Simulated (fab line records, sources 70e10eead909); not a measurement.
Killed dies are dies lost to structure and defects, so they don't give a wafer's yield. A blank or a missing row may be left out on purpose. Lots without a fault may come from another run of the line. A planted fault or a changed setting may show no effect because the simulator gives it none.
Chamber matching | flow nand_harc | NHARC_A_SLIT_DEP_23 on pecvd-03: 3 sister chambers
The step deposits SiON, target thk 100 nm. 16 wafers are shown with their chamber, then 7 later ones without.

WAFERS WITH THEIR CHAMBER
wafer  | chamber | heater_power_w (W)
L176.4 | 1       | 805
L176.5 | 1       | 852
L176.6 | 2       | 720
L179.1 | 1       | 878
L179.2 | 0       | 698
L179.5 | 1       | 857
L184.5 | 2       | 837
L184.6 | 1       | 837
L187.2 | 0       | 725
L187.4 | 2       | 803
L187.5 | 1       | 694
L188.1 | 0       | 650
L188.4 | 2       | 715
L188.5 | 1       | 849
L190.1 | 0       | 676
L190.3 | 2       | 824

SIGNATURES (means of the wafers above)
reading        | chamber 0 | chamber 1 | chamber 2 | scatter within a chamber
heater_power_w | 687.25    | 824.57    | 779.80    | 55.1
Rule: a wafer's distance from a chamber is the root of the sum, over the readings, of the square of ((its reading less the chamber's mean) divided by the reading's scatter). The wafer belongs to the nearest chamber; if the next one is less than 2 further off, it can't be placed. The scatter: the root of (the sum of the squares of (reading less its chamber's mean) over the shown wafers, divided by (wafers less chambers)).

WAFERS WITHOUT THEIR CHAMBER
wafer  | heater_power_w (W)
L190.5 | 825
L194.1 | 655
L194.3 | 842
L194.6 | 667
L193.4 | 821
L193.5 | 821
L193.6 | 603

WHICH CHAMBER EACH WENT THROUGH
wafer  | from the rows above     | in truth
L190.5 | can't be placed: 1 or 2 | 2
L194.1 | can't be placed: 0 or 2 | 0
L194.3 | can't be placed: 1 or 2 | 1
L194.6 | can't be placed: 0 or 2 | 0
L193.4 | can't be placed: 1 or 2 | 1
L193.5 | can't be placed: 1 or 2 | 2
L193.6 | can't be placed: 0 or 2 | 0
Placed correctly: 0 of 7. Can't be placed from these rows: 7 (the true chamber is among the candidates in 7). Placed wrongly: 0.
